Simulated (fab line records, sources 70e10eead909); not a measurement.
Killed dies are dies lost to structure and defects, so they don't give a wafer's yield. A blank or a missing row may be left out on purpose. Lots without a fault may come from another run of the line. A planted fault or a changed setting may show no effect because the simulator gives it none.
A struck lot beside a sound one | flow nand_harc | 24 steps out of a route of 1302
Sound: wafers L439.3, L439.4, L439.6. Struck: wafers L454.1, L454.3, L454.4. The cause comes at the end.
At each step with rows: each side's tool, then ch and its chambers, then its first start. Under that, the readings that differ: sound wafers | struck wafers | difference of the means | sigmas: that difference in standard deviations of wafers without a fault.
alike: readings whose means differ by less than 2 such deviations, and words and numbers that are the same on both sides. not compared: withheld readings, readings that some wafer has no value for, bounds like >300 that may hide the same value, and numbers for which the record gives no deviation and whose values overlap.
The two part at a step that has a row with sigmas, a row that says differs or no value, or rows on one side only. Numbers that don't overlap but have no deviation are shown without sigmas and don't part them. A reading that every wafer of one side lacks parts them only if that side has two wafers or more.

NHARC_P_M1_INSPECT_27:
  sound on defect_inspect-02, day 6 15:30; struck on defect_inspect-01, day 12 23:31
  alike: raw_defect_count
NHARC_P_M1_PRE_CLEAN_32: time 12 s.
  sound on pecvd-02 ch 0,2, day 6 15:35; struck on pecvd-04 ch 0,1,2, day 12 23:35
  alike: heater_power_w
NHARC_P_M1_DEP_33: deposits SiCN, target thk 30 nm.
  sound on pecvd-02 ch 0,2, day 6 15:41; struck on pecvd-04 ch 0,1,2, day 12 23:40
  alike: heater_power_w
then, 8 steps without rows for these wafers: NHARC_P_M2_DEP_00 (deposits SiOC, target thk 182.5 nm); NHARC_P_M2_DEHYDRATE_01 (time 120 s); NHARC_P_M2_HMDS_02 (time 30 s); NHARC_P_M2_COAT_34 (time 65 s); NHARC_P_M2_COAT_03 (resist thk 90 nm); NHARC_P_M2_SOFTBAKE_04 (time 55 s); NHARC_P_M2_EBR_05; NHARC_P_M2_EXPOSE_06 (exposes mask P M2, target cd 170 nm).
NHARC_P_M2_PEB_07: peb time 65 s.
  sound on litho_track-04 ch 0, day 6 16:41; struck on litho_track-04 ch 0, day 13 00:50
  reading                  | sound               | struck               | difference | sigmas
  heater_power_total_W (W) | 157.0 157.2 157.0   | 159.1 159.3 159.3    | +2.2       | +5
  plate_temp_C (C)         | 100.14 100.07 99.95 | 101.18 101.26 101.05 | +1.11      | +9
  alike: chill_plate_temp_C
then, 1 step without rows for these wafers: NHARC_P_M2_DEVELOP_08 (develop time 35 s).
NHARC_P_M2_CD_MEAS_09: target cd 170 nm.
  sound on cd_sem-01 ch 0, day 6 16:46; struck on cd_sem-03 ch 0, day 13 00:55
  reading    | sound             | struck            | difference | sigmas
  cd_nm (nm) | 169.8 171.1 170.9 | 173.2 174.0 174.6 | +3.3       | +4
NHARC_P_M2_OVL_MEAS_10: pitch 340 nm.
  sound on overlay-01, day 6 16:51; struck on overlay-02, day 13 01:01
  alike: overlay_x_nm, overlay_y_nm
NHARC_P_M2_INSPECT_11:
  sound on defect_inspect-01, day 6 16:53; struck on defect_inspect-01, day 13 01:03
  alike: raw_defect_count
NHARC_P_M2_DESCUM_14: chemistry O2, time 3 s.
  sound on rie_diel-01 ch 0,3, day 6 16:57; struck on rie_diel-01 ch 0,2,3, day 13 01:07
  reading               | sound             | struck            | difference | sigmas
  model.P_M2.cd_nm (nm) | 169.5 171.1 171.5 | 172.9 173.9 174.4 | +3.0       |
  alike: drypump_motor_current_A, oes_product_au, rf_vpp_V, showerhead_plenum_p_Torr, throttle_valve_pct
  not compared: rf_hours_counter_h
NHARC_P_M2_ETCH_35: etches the open film in N2/H2, target depth 40 nm, overetch 12 nm, time 43.94 s.
  sound on rie_diel-01 ch 1,2,3, day 6 17:03; struck on rie_diel-01 ch 0,2,3, day 13 01:12
  alike: drypump_motor_current_A, oes_product_au, rf_vpp_V, showerhead_plenum_p_Torr, throttle_valve_pct
  not compared: rf_hours_counter_h
NHARC_P_M2_ETCH_15: etches the open film in C4F8/Ar, target depth 182.5 nm, time 91.2 s.
  sound on rie_diel-01 ch 0,1,3; struck on rie_diel-01 ch 0,2,3
  alike: oes_product_au, rf_vpp_V
  not compared: rf_hours_counter_h
NHARC_P_M2_CD_MEAS_16:
  sound on cd_sem-03, day 6 17:16; struck on cd_sem-03, day 13 01:25
  reading    | sound             | struck            | difference | sigmas
  cd_nm (nm) | 169.8 171.0 171.7 | 173.0 174.8 174.7 | +3.3       | +3
NHARC_P_M2_STRIP_18: strips in N2/H2.
  sound on rie_diel-04 ch 2,3, day 6 17:20; struck on rie_diel-04 ch 1,2,3, day 13 01:29
  alike: drypump_motor_current_A, oes_product_au, rf_vpp_V, showerhead_plenum_p_Torr, throttle_valve_pct
  not compared: rf_hours_counter_h
NHARC_P_M2_ETCH_28: etches the open film in CF4/N2, target depth 30 nm, time 72.99 s.
  sound on rie_diel-04 ch 0,2,3; struck on rie_diel-04 ch 0,1,3
  reading               | sound           | struck            | difference | sigmas
  model.P_M2.cd_nm (nm) | 169.4 171 170.6 | 171.3 174.8 174.9 | +3.3       |
  alike: drypump_motor_current_A, oes_product_au, rf_vpp_V, showerhead_plenum_p_Torr, throttle_valve_pct
  not compared: rf_hours_counter_h
then, 1 step without rows for these wafers: NHARC_P_M2_STRIP_19 (strips in post etch residue remover, time 600 s).
-- the record jumps here: 18 days lie between the struck wafers' starts before and after (it left off in module P_M2 and takes up again in module END, whose first step shown is number 1302 of the route) --
NHARC_END_SORT_01:
  the record has rows for the struck wafers here (prober-01 ch 0, day 31 06:36) and none for the sound ones

WHERE THEY PART
First at NHARC_P_M2_PEB_07; last, within this record, at NHARC_END_SORT_01.

WHY: what the simulator had put in
Process parameter drift: litho_track-04, from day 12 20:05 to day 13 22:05, at NHARC_P_M2_PEB_07. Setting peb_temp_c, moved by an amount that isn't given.
